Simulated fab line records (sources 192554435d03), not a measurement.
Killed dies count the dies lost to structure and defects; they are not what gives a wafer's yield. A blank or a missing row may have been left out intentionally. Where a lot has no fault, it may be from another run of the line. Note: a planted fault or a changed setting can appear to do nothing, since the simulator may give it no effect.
fab line records	flow n5-finfet
record: lots: 4	wafers: 12	last-day: 18
route steps=1938 shown BEOL_M13@1692 BEOL_M14@1716 PASSIVATION@1936
lots untouched by any fault: they come from a run of this same line in which no faults occurred
start-h: start of the lot's first displayed wafer, in hours after the record's first day	wait-h: hours elapsed since this lot's preceding step	" identical to the entry in the row above	L1.1+2: a single row standing in for several wafers	- no value, or no start given	* or withheld: withheld	< > ~ a bound
route shown NAME@n: names a module that has steps shown in the file, with the first one's number in the route	usual: mean/standard deviation of fault-free wafers	same: alike in all rows	chamber/n: place in a boat	sites: per-site readings	_std_site: standard deviation of those values	_edge_site: the outer-site mean with the inner-site mean subtracted	radius-mm: for every site, how far away it sits from the centre of the wafer	mask NAME#n: copy n	behind: the last tool/chamber to shape the wafer	hold: what put the lot on hold/how long, in hours/how the hold closed	device: the transistor (n, p or np) that didn't switch	end of line: tests run on the same wafers once the route is complete	where a step has no rows: the recipe by itself	killed: the dies lost at the first sort to structure and to defects; this is not the yield of the wafer	map: the dies of a wafer, with x for killed, . for not killed, _ for no die there
set.NAME: setting as actually run; set.NAME@STEP: the setting as run at that earlier step	model.NAME: the simulator's own value behind a step, which no gauge read
lots at selected steps of the route; one table per step, one row per wafer
services: a tool's chamber out of use, with start hour (start-h, from the record's first day; less than 0 if before it), hours out, and reason
== steps ==
step: N5_BEOL_M13_DESCUM_33
recipe: chemistry: O2	time-s: 7.9	source-power-w: 50	bias-power-w: 20	pressure-mtorr: 20	rf-frequency-hz: 2.712e+07	temp-c: 40	o2-flow-sccm: 225
step: N5_BEOL_M13_ETCH_67
recipe: chemistry: CF4	target: SiARC	target-depth-a: 1430	time-s: 238.3	ion-energy-ev: 80	pressure-mtorr: 40	source-w: 545	bias-w: 36	Ar_flow_sccm: 100	cf4-flow-sccm: 100	ends: cleared
step: N5_BEOL_M13_ETCH_68
recipe: chemistry: N2/H2	target: SOC	mask-material: SiARC	source-w: 3000	bias-w: 350	temp-c: 40	time-s: 355	ion-energy-ev: 200	pressure-mtorr: 30	n2-flow-sccm: 200	h2-flow-sccm: 200
step: N5_BEOL_M13_STRIP_69
recipe: chemistry: N2/H2	temp-c: 40	n2-flow-sccm: 200	h2-flow-sccm: 200	rf-frequency-hz: 6e+07
step: N5_BEOL_M13_TRENCH_ETCH_34
recipe: chemistry: C4F8/O2/Ar	target: SiOC	target-depth-a: 4134.7	mask-material: SOC	pressure-mtorr: 30	source-w: 3000	bias-w: 700	Ar_flow_sccm: 400	C4F8_flow_sccm: 15	O2_flow_sccm: 8	he-inner-torr: 15	he-outer-torr: 30	time-s: 162.6	ion-energy-ev: 250
step: N5_BEOL_M13_STRIP_70
recipe: chemistry: C4F8/O2/Ar	resist: SiARC	rf-frequency-hz: 6e+07
step: N5_BEOL_M13_STRIP_37
recipe: chemistry: N2/H2	power-w: 1000	temp-c: 250	h2-frac: 0.65	overash-fraction: 0.3	pressure-mtorr: withheld	n2-flow-sccm: 1750	h2-flow-sccm: 3250
step: N5_BEOL_M13_ETCH_38
recipe: chemistry: CF4/N2	target: SiCN	target-depth-a: 675	taper-deg: 2	time-s: 71.9	ion-energy-ev: 150	mask-material: SiO2	pressure-mtorr: 40	source-w: 430	bias-w: 70	Ar_flow_sccm: 100	cf4-flow-sccm: 60	n2-flow-sccm: 60
step: N5_BEOL_M13_PRECLEAN_39
recipe: chemistry: residue-remover	time-s: 60	temp-c: 40
step: N5_BEOL_M13_SRD_40
recipe: time-s: 30	temp-c: 23	rinse-liquid: diw	dry: n2-spin	spin-rpm: 1500	dry-time-s: 30
step: N5_BEOL_M13_DEGAS_41
recipe: ambient: vacuum	temp-c: 250	time-s: 60
step: N5_BEOL_M13_PRE_CLEAN_42
recipe: gas: H2/He	time-s: 30	temp-c: 250
usual: heater-power-w: 345/27
lot.wafer	tool	chamber	start-h	wait-h	heater-power-w
L825.2	pvd-sputter-02	-	295.48	0.0	340
L825.3	"	-	"	"	338
L825.5	"	-	"	"	338
L827.1	pvd-sputter-02	-	319.02	0.0	332
L827.4	"	-	"	"	337
L827.5	"	-	"	"	339
L828.1	pvd-sputter-02	-	319.66	0.0	353
L828.3	"	-	"	"	367
L828.4	"	-	"	"	333
L839.3	pvd-sputter-03	-	395.75	0.0	301
L839.5	"	-	"	"	367
L839.6	"	-	"	"	352
step: N5_BEOL_M13_SPUTTER_43
recipe: material: TaN	target-thk-a: 150	temp-c: 50	bias-v: 168.6	power-w: 15000	chamber-pressure-pa: 0.12	time-s: 24.19
step: N5_BEOL_M13_SPUTTER_44
recipe: material: Ta	target-thk-a: 100	temp-c: 50	bias-v: 80	power-w: 15000	chamber-pressure-pa: 0.07	time-s: 16.13
step: N5_BEOL_M13_SPUTTER_45
recipe: material: Cu	target-thk-a: 800	temp-c: -20	bias-v: 60	power-w: 26000	chamber-pressure-pa: 0.13	time-s: 13.33
step: N5_BEOL_M13_ECD_47
recipe: material: Cu	target-thk-a: 9360
step: N5_BEOL_M13_ANNEAL_48
recipe: temp-c: 225	time-s: 90	ambient: N2
step: N5_BEOL_M13_CMP_49
recipe: stop-on: SiOC	t-overpolish-s: 17.1	down-force-psi: 1	platen-rpm: 50	clearing-platen-down-force-psi: 1.5	clearing-platen-rpm: 50	post-cmp-clean: cu-alkaline	target-thk-nm: 420	clearing-platen-pad-velocity-m-s: 0.99484	pad-velocity-m-s: 0.99484
step: N5_BEOL_M13_PRE_CLEAN_52
recipe: gas: NH3	time-s: 15	temp-c: withheld	rf-power-w: 300
step: N5_BEOL_M13_DEP_53
recipe: material: SiCN	target-thk-a: 500	temp-c: withheld	precursor: 3MS/NH3	pressure-torr: 3	rf-w: 675	time-s: 17.8
step: N5_BEOL_M14_ILD_DEP_00
recipe: material: SiO2	target-thk-a: 11193	temp-c: 400	precursor: TEOS/O2	pressure-torr: 6.5	rf-w: 900	teos-flow-sccm: 161.4	gas: O2	flow-sccm: 2650	time-s: 237.4
step: N5_BEOL_M14_COAT_58
recipe: resist: BARC	temp-c: 205	time-s: 60	spin-rpm: 1500	resist-thk-nm: 89
step: N5_BEOL_M14_COAT_04
recipe: spin-rpm: 1704	resist-thk-nm: 800
step: N5_BEOL_M14_EBR_06
recipe: solvent: PGMEA	ebr-width-mm: 1.5
step: N5_BEOL_M14_SOFTBAKE_05
recipe: temp-c: 130	time-s: 60
step: N5_BEOL_M14_EXPOSE_07
recipe: mask-id: V13	na: 0.8	source-shape: annular	sigma-inner: 0.5	sigma-outer: 0.8	polarization: unpolarized	attpsm-phase-deg: 180	dose-mj: 57
step: N5_BEOL_M14_PEB_08
recipe: peb-temp-c: 130	peb-time-s: 90
step: N5_BEOL_M14_DEVELOP_09
recipe: develop-time-s: 45	rinse-liquid: diw	dry: air-spin	dev-temp-c: 21
step: N5_BEOL_M14_HARDBAKE_14
recipe: temp-c: 130	time-s: 120
step: N5_BEOL_M14_DESCUM_15
recipe: chemistry: O2	time-s: 7.9	source-power-w: 50	bias-power-w: 20	pressure-mtorr: 20	rf-frequency-hz: 2.712e+07	temp-c: 40	o2-flow-sccm: 225
step: N5_BEOL_M14_ETCH_59
recipe: chemistry: N2/H2	target: BARC	target-depth-a: 890	overetch-a: 267	time-s: 67.9	ion-energy-ev: 200	pressure-mtorr: 30	source-w: 840	bias-w: 150	n2-flow-sccm: 200	h2-flow-sccm: 200
step: N5_BEOL_M14_VIA_ETCH_16
recipe: chemistry: C4F8/O2/Ar	target: SiO2	he-inner-torr: 15	he-outer-torr: 30	target-depth-a: 12313	time-s: withheld	ion-energy-ev: 800	pressure-mtorr: 20	source-w: 1905	bias-w: 2040	Ar_flow_sccm: 400	C4F8_flow_sccm: 16	O2_flow_sccm: 12	ends: cleared
step: N5_BEOL_M14_STRIP_63
recipe: chemistry: O2	power-w: 600	temp-c: 60	pressure-mtorr: 30	rf-frequency-hz: 6e+07	bias-power-w: 0	overash-fraction: 0.3	o2-flow-sccm: 225
step: N5_BEOL_M14_STRIP_64
recipe: chemistry: O2	power-w: 600	temp-c: 60	pressure-mtorr: 30	rf-frequency-hz: 6e+07	bias-power-w: 0	overash-fraction: 0.3	o2-flow-sccm: 225
step: N5_PASSIVATION_PROBE_49
usual: defect-limited-yield: 91.7/1.2	killed_at_M0_to_M3: 33/9.5	killed_at_M4_up: 13/4.9	killed-at-contacts: 13/6.6	killed-at-front-end: 36/11	killed-at-other: 3.0/2.6	killed-dies: 97/14	killed-on-rim: 13/3.8	killed-open: 65/11	killed-short: 31/6.6	sort_bin_5_function: 4.8/0.82	sort_bin_6_memory: 3.1/0.58	sort-n-pass: 1083/14	sort-yield-pct: 91.7/1.2
same: gross-dies: 1180	killed-at-back-side: 0	sort_bin_4_leakage[%]: 0	sort_bin_8_speed[%]: 0
lot.wafer	tool	chamber	start-h	wait-h	defect-limited-yield[%]	killed_at_M0_to_M3	killed_at_M4_up	killed-at-contacts	killed-at-front-end	killed-at-other	killed-dies	killed-on-rim	killed-open	killed-short	sort_bin_5_function[%]	sort_bin_6_memory[%]	sort-n-pass	sort-yield-pct[%]
L825.2	prober-01	-	324.30	0.1	92.7	24	24	7	30	1	86	18	60	25	4.3	2.5	1094	92.7
L825.3	prober-01	-	324.35	0.1	91.5	29	12	10	48	1	100	10	67	33	4.7	3.5	1080	91.5
L825.5	prober-01	-	324.45	0.2	92.5	42	19	1	25	1	88	8	63	23	4.3	3.1	1092	92.5
L827.1	prober-01	-	346.15	0.0	92.5	40	8	4	32	4	88	12	61	25	4.2	2.7	1092	92.5
L827.4	prober-01	-	346.30	0.2	79.9	38	156	9	33	1	237	31	65	28	11.9	4.6	943	79.9
L827.5	prober-01	-	346.35	0.2	92.6	28	11	6	42	0	87	14	56	29	4.5	2.7	1093	92.6
L828.1	prober-01	-	351.76	0.0	90.4	53	10	10	38	2	113	14	68	45	5.2	4.1	1067	90.4
L828.3	prober-01	-	351.86	0.1	92.9	23	12	8	39	2	84	12	49	33	3.6	3.0	1096	92.9
L828.4	prober-01	-	351.91	0.2	82.5	22	146	13	24	2	207	19	46	23	11.4	2.5	973	82.5
L839.3	prober-02	-	424.10	0.1	93.1	29	11	13	27	1	81	11	54	27	4.2	2.4	1099	93.1
L839.5	prober-02	-	424.20	0.2	91.4	35	14	9	43	1	102	10	74	28	5.5	2.8	1078	91.4
L839.6	prober-02	-	424.25	0.3	92.5	18	16	21	30	3	88	17	65	23	4.2	3.0	1092	92.5
killed by level:class
L825.2 STI_FIN_REVEAL:geometric-particle:open=12 BEOL_M4:geometric-particle:open=11 BEOL_M2:geometric-particle:open=8 DUMMY_GATE:geometric-particle:open=4 MOL_CONTACT_COAG:geometric-particle:short=4 BEOL_M0_SAQP:geometric-particle:short=4 BEOL_M1:geometric-particle:open=4 BEOL_M4:geometric-particle:short=4
L825.3 STI_FIN_REVEAL:geometric-particle:open=18 FIN_SAQP:geometric-particle:short=7 MOL_CONTACT_COAG:geometric-particle:open=7 BEOL_M1:geometric-particle:open=6 BEOL_M4:geometric-particle:open=5 BEOL_M0_SAQP:geometric-particle:short=5 GATE_CUT:geometric-particle:short=4 BEOL_M2:geometric-particle:open=4
L825.5 BEOL_M1:geometric-particle:open=13 BEOL_M2:geometric-particle:open=10 BEOL_M4:geometric-particle:open=7 DUMMY_GATE:geometric-particle:open=6 BEOL_M0_SAQP:geometric-particle:short=5 BEOL_M0_SAQP:geometric-particle:open=5 STARTING-WAFER:geometric-particle:open=5 FIN_SAQP:geometric-particle:short=3
L827.1 FIN_SAQP:geometric-particle:open=13 BEOL_M1:geometric-particle:open=9 BEOL_M3:geometric-particle:open=9 FIN_SAQP:geometric-particle:short=7 BEOL_M2:geometric-particle:open=7 BEOL_M0_SAQP:geometric-particle:open=5 BEOL_M0_SAQP:geometric-particle:short=4 MOL_CONTACT_COAG:geometric-particle:open=3
L827.4 BEOL_M13:unspecified=141 BEOL_M1:geometric-particle:open=14 MOL_CONTACT_COAG:geometric-particle:open=8 BEOL_M4:geometric-particle:open=8 FIN_SAQP:geometric-particle:open=7 BEOL_M2:geometric-particle:open=7 STARTING-WAFER:geometric-particle:short=7 BEOL_M0_SAQP:geometric-particle:open=6
L827.5 BEOL_M1:geometric-particle:open=8 FIN_SAQP:geometric-particle:open=7 STI_FIN_REVEAL:geometric-particle:open=7 BEOL_M2:geometric-particle:open=7 MOL_CONTACT_COAG:geometric-particle:open=5 STARTING-WAFER:geometric-particle:short=5 FIN_SAQP:geometric-particle:short=4 DUMMY_GATE:geometric-particle:open=4
L828.1 BEOL_M0_SAQP:geometric-particle:open=11 BEOL_M0_SAQP:geometric-particle:short=11 FIN_SAQP:geometric-particle:open=10 FIN_SAQP:geometric-particle:short=8 BEOL_M3:geometric-particle:open=8 BEOL_M1:geometric-particle:open=7 MOL_CONTACT_COAG:geometric-particle:open=6 BEOL_M2:geometric-particle:open=5
L828.3 FIN_SAQP:geometric-particle:open=13 FIN_SAQP:geometric-particle:short=10 MOL_CONTACT_COAG:geometric-particle:open=6 BEOL_M2:geometric-particle:open=5 BEOL_M0_SAQP:geometric-particle:open=4 BEOL_M0_SAQP:geometric-particle:short=4 BEOL_M4:geometric-particle:open=4 DUMMY_GATE:geometric-particle:open=3
L828.4 BEOL_M13:unspecified=137 MOL_CONTACT_COAG:geometric-particle:open=9 BEOL_M1:geometric-particle:open=6 GATE_CUT:geometric-particle:short=5 MOL_CONTACT_COAG:geometric-particle:short=4 BEOL_M0_SAQP:geometric-particle:open=4 BEOL_M5:geometric-particle:open=4 FIN_SAQP:geometric-particle:short=3
L839.3 BEOL_M0_SAQP:geometric-particle:open=13 MOL_CONTACT_COAG:geometric-particle:open=10 BEOL_M0_SAQP:geometric-particle:short=8 STI_FIN_REVEAL:geometric-particle:open=7 FIN_SAQP:geometric-particle:short=5 BEOL_M5:geometric-particle:open=4 DUMMY_GATE:geometric-particle:open=4 GATE_CUT:geometric-particle:short=4
L839.5 BEOL_M3:geometric-particle:open=11 FIN_SAQP:geometric-particle:short=8 FIN_SAQP:geometric-particle:open=8 STI_FIN_REVEAL:geometric-particle:open=8 ILD0:geometric-particle:open=7 MOL_CONTACT_COAG:geometric-particle:open=6 DUMMY_GATE:geometric-particle:open=5 BEOL_M1:geometric-particle:open=5
L839.6 MOL_CONTACT_COAG:geometric-particle:open=17 STI_FIN_REVEAL:geometric-particle:open=7 BEOL_M0:geometric-particle:open=6 BEOL_M4:geometric-particle:open=6 DUMMY_GATE:geometric-particle:open=5 MOL_CONTACT_COAG:geometric-particle:short=4 BEOL_M0_SAQP:geometric-particle:short=4 BEOL_M4:geometric-particle:short=3
map L827.4 (x killed, . not)
_________________.....x......________________
______________..xxx......xxx...._____________
___________xxxxx.xx................__________
__________xxxxxxxxxx................_________
________x.xxxxxxxxxxxx.....x........xx_______
_______xxxxxxxxxxxxxxx..........x....x.______
______.xxxxxxxxxxxxxxxxx....x..........._____
_____.xxxxxxxxxxxxxxxx.x.................____
____....xxxxxxxxxxxx.x........x...........___
___.xxxxxxxxxxxxxxxxx.xx..........x........__
___....x.xxxxxxxxxx........................__
__.......xxxxxxx.xxx......................x._
__....x....xxx..xx.x...............x..x...x._
_..x........xxx.xx...x.......................
_........x.....x.....x.....x...x..x..........
_.........x..x...............................
_................xx......x......x..x.........
_.......x.....................x..............
_.x.....x...x.......x...x.....x..........x...
_....................x.........x.....x.......
_...............x.x......x......x.......x....
__......x..................................._
__.............x...x....x............x.....x_
___.....x..........x.................x.....__
___.........x.....xx.........x.....x....x..__
____.....x...x.....................x.....x___
_____.....x.x.......xxx............x.....____
______........x........................._____
_______.x.........x.......x............______
________x................x............_______
__________..x......x..x............._________
___________......................x.__________
______________.x.x.......x....x._____________
_________________.x.x....x...________________
map L828.4 (x killed, . not)
_________________............________________
______________xxx.x............._____________
___________xxxxxxxxx........x......__________
__________xxxxxxxxxxx..............._________
________.xxxxxxxxxx.xx.x.............._______
_______xxxxxxxxxxxx.x.x.............x..______
______xxxxxxxxxxxxxxxxx....x..x........._____
_____..xxxxxxxxxxxxxxx.......x...........____
____...xxxxxxxxxxxxxx.....................___
___...x.xxxxxxxxxxxx.xx.................x..__
___.....xxxxxxxxxxxxx......x.......x.......__
__......x.xxxxxxxxx.x............x....x....._
__.......x.xxx.............................._
_......x..x..x.x....xx..................x....
_....x......x.................x..............
_...........x.....xx........x......x.........
_.................x.......x..............x...
_.xx...................x.....x............x..
_.......x...x................................
_.....x..........................x...........
_.....x......................x..x......x.....
__.....................x...................._
__...x.......x...............xx......x.....x_
___.................................x..x...__
___..............x........x.....x......x...__
____...............x..........x...........___
_____.......x...............x......x.....____
______.................x........x......._____
_______................................______
________............x.........x......._______
__________.........................._________
___________..x............x......x.__________
______________.................._____________
_________________......x.....________________
== services ==
tool	chamber	start-h	hours	kind
pvd-sputter-02	-	339.95	2.2	repair
pvd-sputter-03	-	368.00	0.7	repair
pvd-sputter-03	-	372.32	1.7	repair
pvd-sputter-03	-	377.74	8.1	repair
== key ==
first-sign: step: N5_PASSIVATION_PROBE_49	reading: killed_at_M4_up	direction: up	sigmas: 28	usual: 13	struck: 151
effect: step: N5_PASSIVATION_PROBE_49	reading: defect-limited-yield	direction: down	sigmas: 8.7	usual: 91.7	struck: 81.2
more-kills-born-at: N5_BEOL_M13_PRE_CLEAN_42@pvd-sputter-02: 278
met-at N5_BEOL_M13_PRE_CLEAN_42
struck-wafers L827.4,L828.4
onset-between 295.48 319.02
fault: kind: chamber-particle-source	tool: pvd-sputter-02	chamber: -	onset-h: 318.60	steps: N5_BEOL_M13_PRE_CLEAN_42	rate-per-visit-cm2: 1.6595	end-h: 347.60	scope: struck-wafers-only
